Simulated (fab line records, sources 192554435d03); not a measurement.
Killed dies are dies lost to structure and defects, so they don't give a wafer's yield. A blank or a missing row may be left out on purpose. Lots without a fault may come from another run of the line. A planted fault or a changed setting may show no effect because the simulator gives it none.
One fault seen from 2 desks | flow n5_finfet | each desk has only its own numbers; what lay behind them comes last

THE DEFECT DESK
What the inspections along the route counted, lot by lot: means of the sampled wafers that have a number. A lot is out of limits, marked OUT, if its mean lies more than 4 standard deviations from the usual mean; the brackets give that distance.
Columns: A = raw_defect_count at N5_STI_FIN_REVEAL_INSPECT_13, usual 12
lot  | first seen here | A
L331 | day 3 08:16     | 9
L337 | day 4 21:02     | 16
L338 | day 5 02:16     | 461 (+85) OUT
L340 | day 5 13:01     | 459 (+84) OUT
L347 | day 7 06:44     | 9
L351 | day 8 10:15     | 11
This desk's finding: out of limits on L338, L340; first on L338, day 5 02:16 (raw_defect_count at N5_STI_FIN_REVEAL_INSPECT_13). In limits: L331, L337, L347, L351.

THE METROLOGY DESK
What the gauges read, lot by lot, whatever tool the lot ran on: means of the sampled wafers that have a number. A lot is out of limits, marked OUT, if its mean lies more than 4 standard deviations from the usual mean; the brackets give that distance.
Columns: A = cd_nm at N5_STI_FIN_REVEAL_CD_MEAS_22, usual 6.2 nm; B = trench_depth_nm at N5_STI_FIN_REVEAL_FIN_H_MEAS_10, usual 52.2 nm
lot  | first seen here | A   | B
L331 | day 3 08:09     | 6.1 | 53.0
L337 | day 4 20:55     | 6.1 | 52.0
L338 | day 5 02:09     | 6.1 | 50.7
L340 | day 5 12:53     | 6.5 | 51.6
L347 | day 7 06:37     | 6.6 | 52.8
L351 | day 8 10:08     | 6.1 | 52.3
This desk's finding: nothing out of limits on any of the 6 lots.

PUT TOGETHER
The defect desk could have raised an alarm at day 5 02:16, on L338, L340.
The metrology desk saw nothing out of limits.
The metrology desk has L338, L340 on record, within its limits.
Of the lots named, all ran N5_STI_FIN_REVEAL_PRECLEAN_18 on wet_bench-04.

WHAT THE SIMULATOR HAD PUT IN
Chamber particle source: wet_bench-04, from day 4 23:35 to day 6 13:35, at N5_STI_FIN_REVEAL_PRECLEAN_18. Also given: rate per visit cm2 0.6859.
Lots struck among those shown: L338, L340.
Hours from the fault's start to each desk's first reading out of limits: the defect desk, 3.
